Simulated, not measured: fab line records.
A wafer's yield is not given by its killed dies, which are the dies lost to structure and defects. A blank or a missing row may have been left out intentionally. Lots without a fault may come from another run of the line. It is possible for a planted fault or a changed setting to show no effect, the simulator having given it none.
fab line records    flow nand-harc
[record] lots = 24  wafers = 72  last-day = 33
route steps=1302 shown P_GATE@209 P_M0@278 P_M1@306 P_M2@349 P_BONDPAD@351
lots that met no fault: from a run of the same line without faults
start-h: hours from the record's first day to the start of the lot's first wafer shown    wait-h: hours since the lot's step before    " the same as in the row above    L1.1+2: several wafers, shown together as one row    - no value present, or no start provided    * or withheld: withheld    < > ~ a bound
route shown NAME@n: names a module that has steps shown in the file, with the first one's number in the route    usual: average and standard deviation across the fault-free wafers    same: alike in all rows    chamber/n: place in a boat    sites: readings site by site    _std_site: standard deviation across them    _edge_site: inner sites' mean taken away from outer sites' mean    radius-mm: for every site, how far away it sits from the centre of the wafer    mask NAME#n: copy n    behind: the last tool/chamber to shape the wafer    hold: reason for holding the lot/hours on hold/outcome of the hold    device: which transistor (n, p or np) failed to switch    end of line: the tests these same wafers got at the end of their route    a step with no rows: only its recipe    killed: the dies lost at the first sort to structure and to defects; this is not the yield of the wafer    map: the dies of a wafer, with x for killed, . for not killed, _ for no die there
set.NAME: the setting that was run; set.NAME@STEP: the one run at that earlier step    model.NAME: the simulator's own value behind a step, which no gauge read
steps of the route over a sample of lots; a table a step, a row a wafer
services: a tool's chamber out of use, with start hour (start-h, from the record's first day; less than 0 if before it), hours out, and reason
[[steps]]
[step NHARC_P_GATE_DEGAS_109]
[recipe] temp-c = 300  time-s = 60
[usual] heater-power-w = 463/47
lot.wafer  tool            chamber  start-h  wait-h  heater-power-w
L074.2     pvd-sputter-01  -        113.02   0.1     476
L074.1     "               -        "        "       419
L074.5     "               -        "        "       486
L075.3     pvd-sputter-01  -        126.96   0.1     410
L075.2     "               -        "        "       431
L075.5     "               -        "        "       485
L076.3     pvd-sputter-01  -        137.21   0.1     503
L076.6     "               -        "        "       503
L076.5     "               -        "        "       417
L077.4     pvd-sputter-03  -        146.46   0.1     420
L077.3     "               -        "        "       567
L077.5     "               -        "        "       505
L079.4     pvd-sputter-01  -        164.78   0.1     408
L079.1     "               -        "        "       505
L079.6     "               -        "        "       415
L078.2     pvd-sputter-02  -        165.10   0.1     461
L078.3     "               -        "        "       512
L078.5     "               -        "        "       467
L080.4     pvd-sputter-03  -        182.49   0.1     523
L080.2     "               -        "        "       447
L080.6     "               -        "        "       542
L081.2     pvd-sputter-02  -        188.27   0.1     394
L081.1     "               -        "        "       470
L081.3     "               -        "        "       522
L082.3     pvd-sputter-02  -        195.14   0.1     397
L082.1     "               -        "        "       410
L082.6     "               -        "        "       382
L083.4     pvd-sputter-03  -        205.29   0.1     526
L083.3     "               -        "        "       442
L083.5     "               -        "        "       459
L084.2     pvd-sputter-02  -        223.04   0.1     472
L084.5     "               -        "        "       522
L084.6     "               -        "        "       394
L085.3     pvd-sputter-03  -        228.46   0.1     444
L085.1     "               -        "        "       446
L085.6     "               -        "        "       449
L086.2     pvd-sputter-02  -        232.43   0.1     479
L086.1     "               -        "        "       416
L086.5     "               -        "        "       385
L087.4     pvd-sputter-01  -        239.58   0.1     433
L087.5     "               -        "        "       441
L087.6     "               -        "        "       464
L089.1     pvd-sputter-01  -        259.50   0.1     447
L089.3     "               -        "        "       433
L089.2     "               -        "        "       422
L088.2     pvd-sputter-01  -        259.73   0.1     438
L088.5     "               -        "        "       426
L088.6     "               -        "        "       429
L090.1     pvd-sputter-03  -        275.24   0.1     444
L090.4     "               -        "        "       519
L090.5     "               -        "        "       544
L091.4     pvd-sputter-02  -        280.03   0.1     399
L091.2     "               -        "        "       514
L091.5     "               -        "        "       460
L092.1     pvd-sputter-01  -        300.42   0.1     459
L092.5     "               -        "        "       440
L092.6     "               -        "        "       431
L093.2     pvd-sputter-02  -        301.19   0.1     513
L093.1     "               -        "        "       390
L093.5     "               -        "        "       516
L094.1     pvd-sputter-03  -        314.97   0.1     440
L094.2     "               -        "        "       534
L094.5     "               -        "        "       530
L095.2     pvd-sputter-03  -        327.92   0.1     558
L095.1     "               -        "        "       443
L095.5     "               -        "        "       528
L096.3     pvd-sputter-03  -        336.84   0.1     453
L096.6     "               -        "        "       453
L096.5     "               -        "        "       562
L097.1     pvd-sputter-01  -        345.01   0.1     438
L097.3     "               -        "        "       484
L097.6     "               -        "        "       428
[step NHARC_P_M0_CMP_23]
[recipe] t-overpolish-s = 20  target-thk-nm = 117.54
[usual] edge-zone-pressure-frac = 0.999/0.0051  motor-current-A = 12.3/1.2  slurry-flow-ml-min = 150.1/0.44  time-to-endpoint-s = 29/3.1
lot.wafer  tool    chamber  start-h  wait-h  edge-zone-pressure-frac  motor-current-A  slurry-flow-ml-min  time-to-endpoint-s
L074.1     cmp-03  1        122.92   -       1.000                    11.9             149.8               31
L074.2     "       0        "        "       1.008                    13.5             150.3               32
L074.5     "       2        "        "       0.999                    12.2             149.8               34
L075.2     cmp-04  3        136.00   -       0.993                    12.4             150.0               29
L075.3     "       1        "        "       1.004                    13.1             149.6               30
L075.5     "       0        "        "       0.997                    10.3             150.8               29
L076.3     cmp-04  0        147.94   -       1.005                    10.2             149.4               30
L076.6     "       3        "        "       0.995                    12.6             149.3               30
L076.5     "       0        "        "       1.000                    10.5             149.4               28
L077.4     cmp-03  2        155.57   -       0.996                    12.2             150.3               25
L077.3     "       3        "        "       0.991                    10.3             149.9               28
L077.5     "       1        "        "       1.000                    11.9             150.0               27
L079.1     cmp-03  2        173.92   -       1.000                    11.7             150.0               29
L079.4     "       1        "        "       0.992                    12.5             150.5               28
L079.6     "       2        "        "       1.000                    12.0             150.0               29
L078.3     cmp-01  0        174.25   -       1.008                    11.1             150.4               24
L078.2     "       1        "        "       0.999                    13.3             149.8               25
L078.5     "       3        "        "       1.007                    13.6             150.1               26
L080.2     cmp-01  2        191.87   -       0.990                    13.8             150.0               27
L080.4     "       1        "        "       0.999                    13.2             149.6               28
L080.6     "       2        "        "       0.990                    13.2             150.5               26
L081.3     cmp-01  3        197.68   -       0.998                    13.2             150.7               29
L081.2     "       0        "        "       0.998                    11.3             150.5               23
L081.1     "       2        "        "       0.998                    13.6             149.9               25
L082.3     cmp-01  1        204.12   -       1.005                    12.7             150.0               22
L082.1     "       3        "        "       0.999                    13.8             150.3               25
L082.6     "       1        "        "       0.997                    12.9             150.4               24
L083.4     cmp-03  1        214.82   -       1.002                    11.6             150.2               27
L083.3     "       3        "        "       1.013                    12.0             150.3               30
L083.5     "       0        "        "       1.008                    13.4             149.4               27
L084.2     cmp-04  3        231.97   -       0.991                    11.8             150.7               30
L084.5     "       2        "        "       0.991                    14.0             149.5               27
L084.6     "       3        "        "       0.999                    12.0             150.7               32
L085.3     cmp-04  0        237.29   -       1.005                    10.2             150.1               30
L085.1     "       1        "        "       1.013                    11.9             150.7               27
L085.6     "       1        "        "       1.002                    11.9             150.3               29
L086.2     cmp-04  1        241.21   -       0.995                    12.0             150.3               31
L086.1     "       2        "        "       0.998                    14.1             149.9               32
L086.5     "       2        "        "       0.995                    13.6             149.7               30
L087.4     cmp-01  0        248.69   -       0.992                    11.1             150.5               24
L087.5     "       2        "        "       1.000                    13.3             150.5               24
L087.6     "       3        "        "       0.999                    13.1             149.8               27
L089.1     cmp-03  2        268.42   -       1.006                    11.8             149.5               31
L089.3     "       3        "        "       1.002                    10.6             149.5               35
L089.2     "       0        "        "       1.005                    13.6             149.7               33
L088.2     cmp-04  1        269.18   -       0.996                    11.7             149.9               33
L088.6     "       0        "        "       0.997                    10.1             149.6               34
L088.5     "       1        "        "       1.003                    12.1             149.7               31
L090.1     cmp-04  1        284.31   -       0.997                    11.4             149.0               30
L090.4     "       2        "        "       1.003                    13.4             150.6               29
L090.5     "       1        "        "       0.993                    11.6             149.8               31
L091.4     cmp-04  2        292.37   -       1.004                    13.4             150.1               30
L091.2     "       3        "        "       0.997                    12.3             150.8               28
L091.5     "       1        "        "       1.001                    11.8             150.4               25
L092.1     cmp-01  2        309.28   -       0.998                    13.2             149.9               27
L092.6     "       0        "        "       0.994                    11.2             150.5               26
L092.5     "       1        "        "       1.000                    13.2             150.6               27
L093.1     cmp-01  2        310.18   -       0.988                    12.3             150.6               30
L093.2     "       0        "        "       1.009                    11.3             150.2               27
L093.5     "       1        "        "       0.995                    12.8             149.4               31
L094.1     cmp-01  2        324.59   -       0.995                    13.0             150.1               32
L094.2     "       3        "        "       1.001                    12.9             151.1               33
L094.5     "       2        "        "       0.989                    13.0             150.3               33
L095.2     cmp-04  3        336.94   -       0.998                    12.4             151.2               32
L095.1     "       2        "        "       1.002                    14.8             149.7               29
L095.5     "       0        "        "       0.999                    10.2             150.7               29
L096.3     cmp-03  3        345.99   -       1.005                    10.6             149.4               29
L096.6     "       1        "        "       1.001                    12.2             149.7               26
L096.5     "       2        "        "       1.001                    11.8             149.8               26
L097.3     cmp-03  1        353.96   -       1.003                    12.2             149.8               30
L097.1     "       3        "        "       0.997                    11.3             150.5               34
L097.6     "       1        "        "       0.996                    11.6             150.4               31
[step NHARC_P_M1_PRE_CLEAN_30]
[recipe] time-s = 30  temp-c = 280  gas = H2/He
[usual] heater-power-w = 404/41
lot.wafer  tool            chamber  start-h  wait-h  heater-power-w
L074.2     pvd-sputter-03  -        -        -       490
L074.1     "               -        "        "       394
L074.5     "               -        "        "       367
L075.2     pvd-sputter-01  -        -        -       425
L075.3     "               -        "        "       375
L075.5     "               -        "        "       420
L076.3     pvd-sputter-01  -        -        -       362
L076.5     "               -        "        "       424
L076.6     "               -        "        "       441
L077.4     pvd-sputter-01  -        -        -       362
L077.3     "               -        "        "       374
L077.5     "               -        "        "       359
L079.1     pvd-sputter-01  -        -        -       363
L079.4     "               -        "        "       439
L079.6     "               -        "        "       364
L078.2     pvd-sputter-02  -        -        -       369
L078.3     "               -        "        "       465
L078.5     "               -        "        "       464
L080.2     pvd-sputter-01  -        -        -       413
L080.4     "               -        "        "       440
L080.6     "               -        "        "       370
L081.1     pvd-sputter-03  -        -        -       393
L081.3     "               -        "        "       398
L081.2     "               -        "        "       487
L082.3     pvd-sputter-01  -        -        -       445
L082.1     "               -        "        "       358
L082.6     "               -        "        "       447
L083.3     pvd-sputter-02  -        -        -       415
L083.4     "               -        "        "       460
L083.5     "               -        "        "       368
L084.2     pvd-sputter-02  -        -        -       368
L084.5     "               -        "        "       467
L084.6     "               -        "        "       350
L085.3     pvd-sputter-03  -        -        -       397
L085.1     "               -        "        "       458
L085.6     "               -        "        "       387
L086.1     pvd-sputter-03  -        -        -       388
L086.2     "               -        "        "       470
L086.5     "               -        "        "       492
L087.4     pvd-sputter-01  -        -        -       376
L087.5     "               -        "        "       375
L087.6     "               -        "        "       381
L089.3     pvd-sputter-01  -        -        -       371
L089.1     "               -        "        "       378
L089.2     "               -        "        "       379
L088.2     pvd-sputter-02  -        -        -       356
L088.6     "               -        "        "       463
L088.5     "               -        "        "       343
L090.4     pvd-sputter-03  -        -        -       462
L090.1     "               -        "        "       484
L090.5     "               -        "        "       387
L091.4     pvd-sputter-02  -        -        -       386
L091.2     "               -        "        "       459
L091.5     "               -        "        "       397
L092.1     pvd-sputter-03  -        -        -       456
L092.5     "               -        "        "       456
L092.6     "               -        "        "       403
L093.2     pvd-sputter-01  -        -        -       387
L093.1     "               -        "        "       410
L093.5     "               -        "        "       368
L094.2     pvd-sputter-01  -        -        -       385
L094.1     "               -        "        "       365
L094.5     "               -        "        "       425
L095.1     pvd-sputter-01  -        -        -       420
L095.2     "               -        "        "       385
L095.5     "               -        "        "       414
L096.3     pvd-sputter-02  -        -        -       346
L096.5     "               -        "        "       457
L096.6     "               -        "        "       340
L097.3     pvd-sputter-02  -        -        -       400
L097.1     "               -        "        "       390
L097.6     "               -        "        "       390
[step NHARC_P_M2_PRE_CLEAN_32]
[recipe] time-s = 12  temp-c = 370  rf-power-w = 300  gas = NH3
[usual] heater-power-w = 649/82
lot.wafer  tool      chamber  start-h  wait-h  heater-power-w
L074.2     pecvd-03  0        132.14   0.2     713
L074.1     "         1        "        "       527
L074.5     "         2        "        "       648
L075.2     pecvd-01  0        145.81   0.1     623
L075.3     "         1        "        "       585
L075.5     "         2        "        "       636
L076.3     pecvd-01  2        156.94   0.1     705
L076.6     "         1        "        "       636
L076.5     "         2        "        "       692
L077.3     pecvd-03  2        164.43   0.1     718
L077.5     "         1        "        "       563
L077.4     "         2        "        "       720
L079.1     pecvd-04  2        182.91   0.1     771
L079.4     "         2        "        "       792
L079.6     "         0        "        "       673
L078.2     pecvd-03  2        183.23   0.1     706
L078.3     "         0        "        "       719
L078.5     "         2        "        "       704
L080.2     pecvd-01  0        200.73   0.1     680
L080.6     "         1        "        "       637
L080.4     "         2        "        "       620
L081.3     pecvd-01  1        206.43   0.1     630
L081.1     "         2        "        "       695
L081.2     "         0        "        "       709
L082.3     pecvd-03  2        213.06   0.1     626
L082.1     "         0        "        "       742
L082.6     "         0        "        "       729
L083.3     pecvd-04  0        223.53   0.1     660
L083.4     "         1        "        "       552
L083.5     "         2        "        "       660
L084.2     pecvd-03  1        240.82   0.1     528
L084.5     "         0        "        "       737
L084.6     "         1        "        "       538
L085.1     pecvd-04  1        246.23   0.1     506
L085.3     "         0        "        "       712
L085.6     "         2        "        "       780
L086.2     pecvd-04  2        250.37   0.1     723
L086.1     "         0        "        "       725
L086.5     "         2        "        "       713
L087.4     pecvd-03  0        257.29   0.1     754
L087.6     "         1        "        "       529
L087.5     "         2        "        "       686
L089.3     pecvd-03  1        277.24   0.3     519
L089.1     "         2        "        "       723
L089.2     "         0        "        "       636
L088.2     pecvd-03  1        278.05   0.1     467
L088.6     "         0        "        "       700
L088.5     "         1        "        "       464
L090.1     pecvd-01  0        293.14   0.1     655
L090.5     "         0        "        "       613
L090.4     "         2        "        "       625
L091.2     pecvd-04  1        301.20   0.1     591
L091.5     "         1        "        "       570
L091.4     "         0        "        "       718
L092.1     pecvd-04  1        318.12   0.1     537
L092.5     "         1        "        "       549
L092.6     "         2        "        "       780
L093.2     pecvd-03  2        318.86   0.1     746
L093.1     "         1        "        "       503
L093.5     "         1        "        "       491
L094.2     pecvd-01  0        333.36   0.1     657
L094.1     "         1        "        "       563
L094.5     "         0        "        "       676
L095.2     pecvd-03  1        346.10   0.1     491
L095.1     "         0        "        "       719
L095.5     "         1        "        "       496
L096.3     pecvd-01  0        354.93   0.1     652
L096.5     "         1        "        "       654
L096.6     "         0        "        "       629
L097.3     pecvd-01  1        363.54   0.1     625
L097.1     "         2        "        "       630
L097.6     "         2        "        "       620
[step NHARC_P_BONDPAD_DEP_00]
[recipe] target-thk-a = 2500  temp-c = 370  target-thk-nm = 250  pressure-torr = 3  flow-sccm = 200  rf-w = 450  material = SiCN
[usual] chamber-pressure-Torr = 3.000/0.0067  heater-power-w = 592/84
lot.wafer  tool      chamber  start-h  wait-h  chamber-pressure-Torr  heater-power-w
L074.1     pecvd-04  2        132.61   -       3.001                  696
L074.2     "         0        "        "       2.998                  680
L074.5     "         2        "        "       3.003                  739
L075.3     pecvd-01  0        -        -       3.001                  644
L075.2     "         2        "        "       2.987                  585
L075.5     "         0        "        "       2.987                  529
L076.3     pecvd-03  0        157.51   -       2.996                  666
L076.5     "         1        "        "       2.992                  490
L076.6     "         2        "        "       3.002                  634
L077.3     pecvd-04  1        164.95   -       3.000                  468
L077.4     "         0        "        "       2.993                  544
L077.5     "         2        "        "       3.000                  589
L079.1     pecvd-01  1        183.45   -       2.999                  540
L079.4     "         0        "        "       3.006                  601
L079.6     "         2        "        "       2.982                  584
L078.2     pecvd-01  0        183.72   -       3.000                  608
L078.3     "         2        "        "       3.008                  564
L078.5     "         0        "        "       2.994                  618
L080.2     pecvd-04  2        201.23   -       3.009                  712
L080.6     "         0        "        "       2.998                  597
L080.4     "         1        "        "       3.003                  552
L081.3     pecvd-04  0        206.92   -       3.000                  670
L081.1     "         1        "        "       3.003                  533
L081.2     "         2        "        "       3.010                  701
L082.1     pecvd-01  1        213.60   -       3.010                  568
L082.3     "         2        "        "       2.991                  545
L082.6     "         2        "        "       2.993                  552
L083.3     pecvd-03  0        224.09   -       2.996                  593
L083.5     "         2        "        "       3.011                  648
L083.4     "         0        "        "       3.002                  623
L084.2     pecvd-03  1        -        -       3.002                  484
L084.6     "         1        "        "       2.987                  375
L084.5     "         0        "        "       3.002                  699
L085.1     pecvd-01  1        246.76   -       3.002                  514
L085.3     "         2        "        "       2.999                  614
L085.6     "         1        "        "       3.009                  529
L086.2     pecvd-03  0        250.86   -       3.010                  667
L086.1     "         2        "        "       2.995                  679
L086.5     "         0        "        "       3.006                  670
L087.5     pecvd-01  1        257.88   -       2.998                  516
L087.4     "         2        "        "       3.001                  604
L087.6     "         0        "        "       3.002                  603
L089.1     pecvd-01  2        277.73   -       3.003                  589
L089.3     "         0        "        "       2.994                  630
L089.2     "         1        "        "       2.997                  548
L088.2     pecvd-01  1        278.52   -       3.006                  539
L088.6     "         2        "        "       2.993                  641
L088.5     "         0        "        "       3.001                  622
L090.1     pecvd-03  1        293.68   -       3.008                  485
L090.4     "         1        "        "       3.005                  484
L090.5     "         2        "        "       3.001                  680
L091.2     pecvd-01  2        301.74   -       3.002                  634
L091.5     "         2        "        "       3.001                  676
L091.4     "         0        "        "       3.001                  617
L092.1     pecvd-04  2        -        -       3.004                  774
L092.5     "         1        "        "       3.000                  604
L092.6     "         0        "        "       3.000                  620
L093.1     pecvd-03  1        -        -       3.011                  403
L093.2     "         2        "        "       2.999                  605
L093.5     "         0        "        "       3.006                  640
L094.1     pecvd-03  0        333.85   -       2.995                  570
L094.2     "         2        "        "       3.000                  648
L094.5     "         1        "        "       3.011                  440
L095.1     pecvd-03  1        -        -       3.002                  452
L095.2     "         2        "        "       3.003                  687
L095.5     "         1        "        "       3.000                  463
L096.3     pecvd-03  1        355.48   -       3.004                  411
L096.6     "         0        "        "       2.991                  709
L096.5     "         1        "        "       2.993                  436
L097.3     pecvd-04  0        364.07   -       3.000                  665
L097.1     "         1        "        "       3.002                  491
L097.6     "         1        "        "       2.992                  494
[step NHARC_P_BONDPAD_DESCUM_11]
[recipe] time-s = 3  o2-flow-sccm = 200  ar-flow-sccm = 0  bias-power-w = 0  chemistry = O2
[usual] drypump-motor-current-A = 5.4/0.43  oes-product-au = 0.997/0.009  rf-vpp-V = 57.6/0.86  showerhead-plenum-p-Torr = 1.89/0.076  throttle-valve-pct = 11.311/0.0094
lot.wafer  tool         chamber  start-h  wait-h  drypump-motor-current-A  oes-product-au  rf-hours-counter-h  rf-vpp-V  showerhead-plenum-p-Torr  throttle-valve-pct
L074.2     rie-diel-01  2        134.05   -       5.7                      0.994           3.1                 56.7      1.95                      11.306
L074.1     "            3        "        "       5.3                      1.017           2.9                 56.3      1.85                      11.291
L074.5     "            3        "        "       5.3                      1.011           -                   56.4      1.85                      11.320
L075.2     rie-diel-07  1        147.58   -       6.4                      0.991           1.0                 57.9      1.97                      11.331
L075.3     "            2        "        "       5.8                      0.969           0.8                 59.0      1.84                      11.314
L075.5     "            0        "        "       5.8                      0.991           -                   55.9      2.01                      11.316
L076.3     rie-diel-13  1        158.74   -       4.7                      0.996           10.0                56.3      1.79                      11.321
L076.5     "            0        "        "       5.7                      0.994           -                   56.6      1.89                      11.319
L076.6     "            1        "        "       4.7                      0.993           -                   57.2      1.79                      11.319
L077.3     rie-diel-01  3        166.22   -       5.4                      1.001           3.8                 58.2      1.84                      11.323
L077.4     "            3        "        "       5.4                      1.006           -                   56.2      1.84                      11.294
L077.5     "            1        "        "       5.2                      0.985           -                   56.3      1.79                      11.311
L079.4     rie-diel-01  0        184.84   -       5.1                      0.999           4.2                 56.2      1.89                      11.322
L079.1     "            3        "        "       5.4                      1.018           4.4                 56.7      1.84                      11.310
L079.6     "            0        "        "       5.1                      1.002           -                   57.5      1.89                      11.298
L078.2     rie-diel-13  3        185.17   -       5.5                      0.984           0.9                 58.9      2.03                      11.317
L078.3     "            0        "        "       5.8                      1.001           0.7                 57.0      1.89                      11.286
L078.5     "            1        "        "       4.7                      0.991           -                   57.6      1.79                      11.304
L080.2     rie-diel-13  3        202.67   -       5.5                      0.986           1.4                 57.2      2.03                      11.304
L080.4     "            0        "        "       5.7                      1.015           1.2                 56.9      1.89                      11.316
L080.6     "            3        "        "       5.5                      0.983           -                   58.2      2.03                      11.305
L081.2     rie-diel-13  1        208.36   -       4.8                      0.988           1.4                 56.5      1.79                      11.295
L081.3     "            3        "        "       5.5                      0.978           1.5                 56.8      2.03                      11.312
L081.1     "            0        "        "       5.7                      1.003           1.2                 56.6      1.89                      11.297
L082.3     rie-diel-01  0        214.99   -       5.1                      0.996           0                   58.7      1.89                      11.297
L082.1     "            3        "        "       5.4                      0.996           0                   59.7      1.84                      11.303
L082.6     "            0        "        "       5.1                      0.994           -                   58.3      1.89                      11.324
L083.3     rie-diel-01  0        225.44   -       5.1                      1.001           0.1                 59.1      1.89                      11.313
L083.4     "            1        "        "       5.2                      0.991           0.1                 58.0      1.79                      11.320
L083.5     "            3        "        "       5.4                      1.007           -                   58.4      1.84                      11.321
L084.2     rie-diel-01  2        242.74   -       5.7                      0.996           1.1                 57.8      1.95                      11.313
L084.6     "            3        "        "       5.3                      1.003           -                   57.0      1.84                      11.306
L084.5     "            0        "        "       5.1                      0.994           -                   57.8      1.89                      11.310
L085.1     rie-diel-07  1        248.17   -       6.4                      1.005           6.2                 57.6      1.97                      11.324
L085.3     "            2        "        "       5.8                      0.988           6.3                 57.8      1.84                      11.297
L085.6     "            1        "        "       6.4                      0.993           -                   57.0      1.97                      11.312
L086.1     rie-diel-13  3        252.32   -       5.5                      0.985           3.1                 58.4      2.03                      11.303
L086.2     "            0        "        "       5.7                      1.011           3.0                 58.9      1.88                      11.303
L086.5     "            1        "        "       4.7                      1.004           -                   56.3      1.79                      11.295
L087.4     rie-diel-01  1        259.18   -       5.2                      0.997           1.2                 57.7      1.79                      11.313
L087.5     "            0        "        "       5.1                      0.994           -                   57.2      1.89                      11.317
L087.6     "            1        "        "       5.2                      0.996           -                   57.6      1.79                      11.320
L089.3     rie-diel-13  2        279.17   -       4.9                      0.999           2.5                 58.2      1.95                      11.311
L089.2     "            0        "        "       5.7                      1.010           4.8                 58.1      1.88                      11.313
L089.1     "            1        "        "       4.7                      0.996           5.5                 56.9      1.79                      11.321
L088.2     rie-diel-07  1        279.95   -       6.4                      1.010           7.0                 57.3      1.97                      11.306
L088.5     "            1        "        "       6.4                      0.989           -                   57.6      1.97                      11.323
L088.6     "            2        "        "       5.8                      0.989           -                   59.2      1.84                      11.297
L090.1     rie-diel-01  1        295.07   -       5.1                      0.991           2.0                 58.8      1.79                      11.318
L090.4     "            2        "        "       5.7                      0.986           2.4                 57.4      1.95                      11.309
L090.5     "            1        "        "       5.2                      0.988           -                   56.6      1.79                      11.319
L091.2     rie-diel-01  0        303.01   -       5.1                      1.002           2.2                 57.5      1.89                      11.307
L091.4     "            2        "        "       5.7                      0.990           2.5                 57.4      1.95                      11.318
L091.5     "            0        "        "       5.1                      1.005           -                   58.6      1.89                      11.298
L092.1     rie-diel-01  0        319.88   -       5.1                      1.010           2.6                 56.2      1.89                      11.306
L092.5     "            0        "        "       5.1                      1.003           -                   56.9      1.89                      11.304
L092.6     "            1        "        "       5.2                      0.999           -                   57.6      1.79                      11.315
L093.1     rie-diel-01  2        320.76   -       5.7                      0.984           3.0                 56.9      1.95                      11.313
L093.2     "            0        "        "       5.1                      1.003           2.7                 56.8      1.89                      11.306
L093.5     "            2        "        "       5.7                      0.991           -                   57.9      1.95                      11.311
L094.1     rie-diel-07  2        335.30   -       5.8                      1.001           1.5                 57.1      1.84                      11.298
L094.2     "            1        "        "       6.4                      1.001           0.8                 57.1      1.97                      11.308
L094.5     "            2        "        "       5.8                      0.998           -                   55.9      1.84                      11.300
L095.2     rie-diel-01  2        348.00   -       5.7                      0.990           3.9                 57.6      1.95                      11.312
L095.1     "            0        "        "       5.1                      1.009           2.8                 58.2      1.89                      11.313
L095.5     "            3        "        "       5.3                      0.996           -                   56.9      1.84                      11.306
L096.3     rie-diel-01  1        356.70   -       5.2                      0.995           3.7                 57.4      1.79                      11.305
L096.6     "            2        "        "       5.7                      0.983           -                   57.4      1.95                      11.317
L096.5     "            3        "        "       5.3                      1.000           -                   57.4      1.84                      11.308
L097.3     rie-diel-13  2        365.47   -       4.9                      1.013           1.7                 58.4      1.95                      11.316
L097.1     "            0        "        "       5.7                      0.993           1.1                 59.5      1.88                      11.302
L097.6     "            1        "        "       4.7                      1.003           -                   57.3      1.79                      11.327
[[services]]
tool            chamber  start-h  hours  kind
pvd-sputter-02  -        104.00   10.0   pm
cmp-04          -        111.00   4.0    pm
pecvd-03        0        112.27   6.1    repair
pecvd-01        -        130.18   13.0   pm
rie-diel-01     2        149.37   35.2   repair
cmp-04          -        151.48   1.3    repair
pvd-sputter-03  -        170.18   10.0   pm
cmp-04          -        177.38   0.5    repair
pecvd-03        -        185.00   13.0   pm
pecvd-01        2        188.56   3.1    repair
rie-diel-01     -        203.80   9.0    pm
cmp-04          -        209.00   4.0    pm
pvd-sputter-01  -        226.00   10.0   pm
pecvd-01        -        264.88   0.4    repair
pecvd-04        -        269.31   13.0   pm
pvd-sputter-01  -        272.83   5.4    repair
pvd-sputter-02  -        282.00   10.0   pm
pecvd-01        -        290.31   1.3    repair
pecvd-01        -        311.18   13.0   pm
pecvd-04        -        321.99   1.5    repair
rie-diel-01     0        328.31   10.0   repair
rie-diel-01     1        334.30   5.2    repair
pvd-sputter-03  -        348.18   10.0   pm
rie-diel-01     0        354.52   5.8    repair
[[key]]
fault none
